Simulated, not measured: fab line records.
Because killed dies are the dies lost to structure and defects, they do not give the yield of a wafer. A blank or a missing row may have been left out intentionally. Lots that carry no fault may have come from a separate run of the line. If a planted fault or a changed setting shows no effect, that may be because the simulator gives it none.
What tool caused it?    flow n5 finfet    24 lots, 72 wafers sampled, at 6 steps of a route of 1938

WHAT THE GAUGES READ, wafer by wafer
The record lacks any reading of a measuring or inspecting step that a usual standard deviation could be used to judge.

TOOL THAT RAN EACH LOT (tool first, then ch and the chambers of the sampled wafers, then the start)
lot   N5_BEOL_M2_VIA_ETCH_34              N5_BEOL_M2_SPUTTER_86         N5_BEOL_M2_SPUTTER_88         N5_BEOL_M2_SPUTTER_92         N5_BEOL_M2_ANNEAL_93          N5_BEOL_M2_SPUTTER_94
L075  rie diel-03 ch 2,3, day 7 01:33     pvd sputter-02, day 7 03:53   pvd sputter-02, day 7 04:07   pvd sputter-02, day 7 04:33   pvd sputter-02, day 7 04:38   pvd sputter-02, day 7 04:46
L076  rie diel-05 ch 0,1, day 7 06:11     pvd sputter-03, day 7 07:51   pvd sputter-03, day 7 08:04   pvd sputter-03, day 7 08:31   pvd sputter-03, day 7 08:35   pvd sputter-03, day 7 08:44
L074  rie diel-03 ch 1,2,3, day 7 06:14   pvd sputter-01, day 7 08:02   pvd sputter-01, day 7 08:15   pvd sputter-01, day 7 08:41   pvd sputter-01, day 7 08:46   pvd sputter-01, day 7 08:55
L078  rie diel-01 ch 0,1,3, day 7 17:20   pvd sputter-03, day 7 20:06   pvd sputter-03, day 7 20:19   pvd sputter-03, day 7 20:46   pvd sputter-03, day 7 20:50   pvd sputter-03, day 7 20:59
L077  rie diel-05 ch 0,1,3, day 7 17:27   pvd sputter-02, day 7 19:56   pvd sputter-02, day 7 20:09   pvd sputter-02, day 7 20:35   pvd sputter-02, day 7 20:40   pvd sputter-02, day 7 20:49
L079  rie diel-03 ch 1,3, day 7 21:33     pvd sputter-03, day 7 23:28   pvd sputter-03, day 7 23:41   pvd sputter-03, day 8 00:07   pvd sputter-03, day 8 00:12   pvd sputter-03, day 8 00:20
L080  rie diel-03 ch 1,2, day 8 06:38     pvd sputter-02, day 8 08:29   pvd sputter-02, day 8 08:42   pvd sputter-02, day 8 09:08   pvd sputter-02, day 8 09:13   pvd sputter-02, day 8 09:22
L081  rie diel-05 ch 0,1,3, day 8 18:37   pvd sputter-02, day 8 20:33   pvd sputter-02, day 8 20:46   pvd sputter-02, day 8 21:13   pvd sputter-02, day 8 21:17   pvd sputter-02, day 8 21:26
L082  rie diel-05 ch 0,2,3, day 8 21:44   pvd sputter-01, day 9 01:02   pvd sputter-01, day 9 01:16   pvd sputter-01, day 9 03:28   pvd sputter-01, day 9 03:33   pvd sputter-01, day 9 03:41
L083  rie diel-03 ch 1,2,3, day 9 06:17   pvd sputter-03, day 9 08:36   pvd sputter-03, day 9 08:49   pvd sputter-03, day 9 09:16   pvd sputter-03, day 9 09:20   pvd sputter-03, day 9 09:29
L084  rie diel-03 ch 0,3, day 9 12:58     pvd sputter-01, day 9 14:44   pvd sputter-01, day 9 14:58   pvd sputter-01, day 9 15:24   pvd sputter-01, day 9 15:29   pvd sputter-01, day 9 15:37
L085  rie diel-05 ch 0,1, day 10 02:02    pvd sputter-02, day 10 03:44  pvd sputter-02, day 10 03:58  pvd sputter-02, day 10 04:24  pvd sputter-02, day 10 04:29  pvd sputter-02, day 10 04:37
L086  rie diel-01 ch 0,1,2, day 10 02:10  pvd sputter-02, day 10 05:35  pvd sputter-02, day 10 05:48  pvd sputter-02, day 10 06:14  pvd sputter-02, day 10 06:19  pvd sputter-02, day 10 06:28
L088  rie diel-03 ch 0,2,3, day 10 06:58  pvd sputter-03, day 10 09:02  pvd sputter-03, day 10 09:15  pvd sputter-03, day 10 09:41  pvd sputter-03, day 10 09:46  pvd sputter-03, day 10 09:55
L087  rie diel-03 ch 1,2,3, day 10 14:31  pvd sputter-02, day 10 16:33  pvd sputter-02, day 10 16:46  pvd sputter-02, day 10 17:13  pvd sputter-02, day 10 17:17  pvd sputter-02, day 10 17:26
L089  rie diel-05 ch 0,1,2, day 10 14:31  pvd sputter-01, day 10 16:22  pvd sputter-01, day 10 16:35  pvd sputter-01, day 10 17:01  pvd sputter-01, day 10 17:06  pvd sputter-01, day 10 17:14
L090  rie diel-01 ch 0,1,2, day 10 20:22  pvd sputter-01, day 10 22:53  pvd sputter-01, day 10 23:06  pvd sputter-01, day 10 23:32  pvd sputter-01, day 10 23:37  pvd sputter-01, day 10 23:46
L091  rie diel-01 ch 0,1,2, day 11 01:47  pvd sputter-01, day 11 04:19  pvd sputter-01, day 11 04:32  pvd sputter-01, day 11 04:59  pvd sputter-01, day 11 05:04  pvd sputter-01, day 11 05:12
L093  rie diel-05 ch 0,3, day 12 08:47    pvd sputter-02, day 12 10:58  pvd sputter-02, day 12 11:11  pvd sputter-02, day 12 11:37  pvd sputter-02, day 12 11:42  pvd sputter-02, day 12 11:50
L092  rie diel-03 ch 0,1,3, day 12 11:47  pvd sputter-03, day 12 13:26  pvd sputter-03, day 12 13:39  pvd sputter-03, day 12 14:05  pvd sputter-03, day 12 14:10  pvd sputter-03, day 12 14:19
L095  rie diel-01 ch 1,2, day 12 11:49    pvd sputter-01, day 12 13:45  pvd sputter-01, day 12 13:58  pvd sputter-01, day 12 14:25  pvd sputter-01, day 12 14:29  pvd sputter-01, day 12 14:38
L094  rie diel-05 ch 0,1, day 12 11:53    pvd sputter-02, day 12 13:32  pvd sputter-02, day 12 13:46  pvd sputter-02, day 12 14:12  pvd sputter-02, day 12 14:17  pvd sputter-02, day 12 14:25
L097  rie diel-01 ch 2, day 12 14:56      pvd sputter-02, day 12 17:13  pvd sputter-02, day 12 17:26  pvd sputter-02, day 12 17:53  pvd sputter-02, day 12 17:58  pvd sputter-02, day 12 18:06
L096  rie diel-05 ch 1,2, day 12 18:32    pvd sputter-01, day 12 20:11  pvd sputter-01, day 12 20:24  pvd sputter-01, day 12 20:50  pvd sputter-01, day 12 20:55  pvd sputter-01, day 12 21:04
- N5_BEOL_M2_VIA_ETCH_34: etches the open film in C4F6/O2, target depth 69.4 nm, time 65.9 s.
- N5_BEOL_M2_SPUTTER_86: material Cu, target thk 4.5 nm, time 8.29 s.
- N5_BEOL_M2_SPUTTER_88: material Cu, target thk 4.5 nm, time 8.29 s.
- N5_BEOL_M2_SPUTTER_92: material Cu, target thk 4.5 nm, time 8.29 s.
- N5_BEOL_M2_ANNEAL_93: time 240 s.
- N5_BEOL_M2_SPUTTER_94: material Cu, target thk 4.5 nm, time 8.29 s.

AS READ BY THE TOOLS THEMSELVES (means over the sampled wafers that have a number; for cases with no such wafer, the mark the record gives instead)
N5_BEOL_M2_VIA_ETCH_34. Usual: drypump motor current A 5.6 A, standard deviation 0.44; oes product au 0.77 a.u., standard deviation 0.088; rf fwd power W 346.8 W, standard deviation 1.2; rf vpp V 666 V, standard deviation 9.4; showerhead plenum p Torr 2.91 Torr, standard deviation 0.058; throttle valve pct 30.72 %, standard deviation 0.26.
lot   tool         drypump motor current A (A)  oes product au (a.u.)  rf fwd power W (W)  rf vpp V (V)  showerhead plenum p Torr (Torr)  throttle valve pct (%)  flag
L075  rie diel-03  5.3                          0.70                   348.9               671           2.95                             30.77                   
L076  rie diel-05  5.5                          0.75                   346.0               653           2.86                             30.26                   
L074  rie diel-03  5.3                          0.76                   346.8               668           2.94                             30.82                   
L078  rie diel-01  6.1                          0.75                   347.2               667           2.95                             30.62                   
L077  rie diel-05  5.7                          0.71                   346.2               664           2.86                             30.66                   
L079  rie diel-03  5.3                          0.82                   345.7               664           2.92                             30.89                   
L080  rie diel-03  5.3                          0.74                   346.3               671           2.94                             30.82                   
L081  rie diel-05  5.7                          0.72                   347.5               663           2.85                             30.67                   
L082  rie diel-05  6.0                          0.69                   346.2               670           2.88                             30.89                   
L083  rie diel-03  5.3                          0.74                   347.8               667           2.93                             30.85                   
L084  rie diel-03  5.7                          0.81                   345.9               678           2.99                             30.75                   
L085  rie diel-05  6.0                          0.72                   346.5               659           2.89                             30.43                   
L086  rie diel-01  5.8                          0.80                   346.7               664           2.94                             30.77                   
L088  rie diel-03  5.4                          0.74                   346.6               674           2.96                             30.78                   
L087  rie diel-03  5.3                          0.74                   346.2               667           2.92                             30.85                   
L089  rie diel-05  5.8                          0.79                   346.7               659           2.88                             30.43                   
L090  rie diel-01  5.8                          0.79                   346.1               663           2.93                             30.76                   
L091  rie diel-01  5.7                          0.78                   348.2               664           2.93                             30.77                   
L093  rie diel-05  6.0                          0.85                   346.3               672           2.84                             30.88                   
L092  rie diel-03  5.5                          0.77                   346.7               669           2.93                             30.85                   
L095  rie diel-01  5.4                          0.83                   348.6               663           2.91                             30.83                   
L094  rie diel-05  6.0                          0.70                   347.4               658           2.88                             30.45                   
L097  rie diel-01  5.2                          0.88                   345.8               663           2.90                             30.97                   
L096  rie diel-05  5.7                          0.84                   346.2               658           2.85                             30.46                   

N5_BEOL_M2_SPUTTER_86. Usual: throttle valve pct 30.2 %, standard deviation 1.
lot   tool            throttle valve pct (%)  flag
L075  pvd sputter-02  30.2                    
L076  pvd sputter-03  29.9                    
L074  pvd sputter-01  29.9                    
L078  pvd sputter-03  30.5                    
L077  pvd sputter-02  30.7                    
L079  pvd sputter-03  29.9                    
L080  pvd sputter-02  30.7                    
L081  pvd sputter-02  30.7                    
L082  pvd sputter-01  30.4                    
L083  pvd sputter-03  30.6                    
L084  pvd sputter-01  29.5                    
L085  pvd sputter-02  30.9                    
L086  pvd sputter-02  30.5                    
L088  pvd sputter-03  30.6                    
L087  pvd sputter-02  31.2                    
L089  pvd sputter-01  29.7                    
L090  pvd sputter-01  29.6                    
L091  pvd sputter-01  29.7                    
L093  pvd sputter-02  30.7                    
L092  pvd sputter-03  30.7                    
L095  pvd sputter-01  29.9                    
L094  pvd sputter-02  30.6                    
L097  pvd sputter-02  30.7                    
L096  pvd sputter-01  29.6                    

N5_BEOL_M2_SPUTTER_88. Usual: throttle valve pct 30.2 %, standard deviation 1.1.
lot   tool            throttle valve pct (%)  flag
L075  pvd sputter-02  30.2                    
L076  pvd sputter-03  30.0                    
L074  pvd sputter-01  29.7                    
L078  pvd sputter-03  30.5                    
L077  pvd sputter-02  30.7                    
L079  pvd sputter-03  30.0                    
L080  pvd sputter-02  30.7                    
L081  pvd sputter-02  30.6                    
L082  pvd sputter-01  30.5                    
L083  pvd sputter-03  30.6                    
L084  pvd sputter-01  29.8                    
L085  pvd sputter-02  31.1                    
L086  pvd sputter-02  30.6                    
L088  pvd sputter-03  30.7                    
L087  pvd sputter-02  31.2                    
L089  pvd sputter-01  29.8                    
L090  pvd sputter-01  29.6                    
L091  pvd sputter-01  29.5                    
L093  pvd sputter-02  30.7                    
L092  pvd sputter-03  30.6                    
L095  pvd sputter-01  29.7                    
L094  pvd sputter-02  30.7                    
L097  pvd sputter-02  30.5                    
L096  pvd sputter-01  29.6                    

N5_BEOL_M2_SPUTTER_92. Usual: throttle valve pct 30.2 %, standard deviation 1.
lot   tool            throttle valve pct (%)  flag
L075  pvd sputter-02  30.1                    
L076  pvd sputter-03  29.9                    
L074  pvd sputter-01  29.8                    
L078  pvd sputter-03  30.5                    
L077  pvd sputter-02  30.6                    
L079  pvd sputter-03  30.2                    
L080  pvd sputter-02  30.5                    
L081  pvd sputter-02  30.5                    
L082  pvd sputter-01  30.5                    
L083  pvd sputter-03  30.6                    
L084  pvd sputter-01  29.3                    
L085  pvd sputter-02  31.1                    
L086  pvd sputter-02  30.6                    
L088  pvd sputter-03  30.6                    
L087  pvd sputter-02  31.0                    
L089  pvd sputter-01  29.8                    
L090  pvd sputter-01  29.7                    
L091  pvd sputter-01  29.5                    
L093  pvd sputter-02  30.7                    
L092  pvd sputter-03  30.5                    
L095  pvd sputter-01  29.7                    
L094  pvd sputter-02  30.5                    
L097  pvd sputter-02  30.5                    
L096  pvd sputter-01  29.4                    

N5_BEOL_M2_ANNEAL_93. Usual: heater power w 857 W, standard deviation 68.
lot   tool            heater power w (W)  flag
L075  pvd sputter-02  820                 
L076  pvd sputter-03  775                 
L074  pvd sputter-01  901                 
L078  pvd sputter-03  892                 
L077  pvd sputter-02  847                 
L079  pvd sputter-03  803                 
L080  pvd sputter-02  850                 
L081  pvd sputter-02  822                 
L082  pvd sputter-01  917                 
L083  pvd sputter-03  883                 
L084  pvd sputter-01  932                 
L085  pvd sputter-02  853                 
L086  pvd sputter-02  820                 
L088  pvd sputter-03  887                 
L087  pvd sputter-02  841                 
L089  pvd sputter-01  878                 
L090  pvd sputter-01  932                 
L091  pvd sputter-01  902                 
L093  pvd sputter-02  864                 
L092  pvd sputter-03  868                 
L095  pvd sputter-01  885                 
L094  pvd sputter-02  851                 
L097  pvd sputter-02  805                 
L096  pvd sputter-01  920                 

N5_BEOL_M2_SPUTTER_94. Usual: throttle valve pct 30.2 %, standard deviation 1.
lot   tool            throttle valve pct (%)  flag
L075  pvd sputter-02  30.2                    
L076  pvd sputter-03  29.9                    
L074  pvd sputter-01  29.8                    
L078  pvd sputter-03  30.6                    
L077  pvd sputter-02  30.7                    
L079  pvd sputter-03  30.0                    
L080  pvd sputter-02  30.6                    
L081  pvd sputter-02  30.6                    
L082  pvd sputter-01  30.2                    
L083  pvd sputter-03  30.6                    
L084  pvd sputter-01  29.6                    
L085  pvd sputter-02  31.2                    
L086  pvd sputter-02  30.7                    
L088  pvd sputter-03  30.6                    
L087  pvd sputter-02  31.1                    
L089  pvd sputter-01  30.0                    
L090  pvd sputter-01  29.6                    
L091  pvd sputter-01  29.6                    
L093  pvd sputter-02  30.8                    
L092  pvd sputter-03  30.7                    
L095  pvd sputter-01  29.9                    
L094  pvd sputter-02  30.6                    
L097  pvd sputter-02  30.4                    
L096  pvd sputter-01  29.6                    

THE ANSWER, worked out from the rows above alone
Rule: take the mean of a lot's wafers that have a number; if it is more than 3 standard deviations from the usual mean, the lot is off. Also off: a lot with no number at a reading for which 4 or more lots have one. Any other lot the step has rows for is counted as sound. After the gauges, taken in route order, come the tools' own readings; for these a lot's mean is taken, as printed above. The first step at which some lot is off is used, and at that step the reading that is off furthest; a lot without a number counts as furthest.
No lot is off at any reading shown: from this, nothing can be told.

WHAT WAS PUT IN BY THE SIMULATOR
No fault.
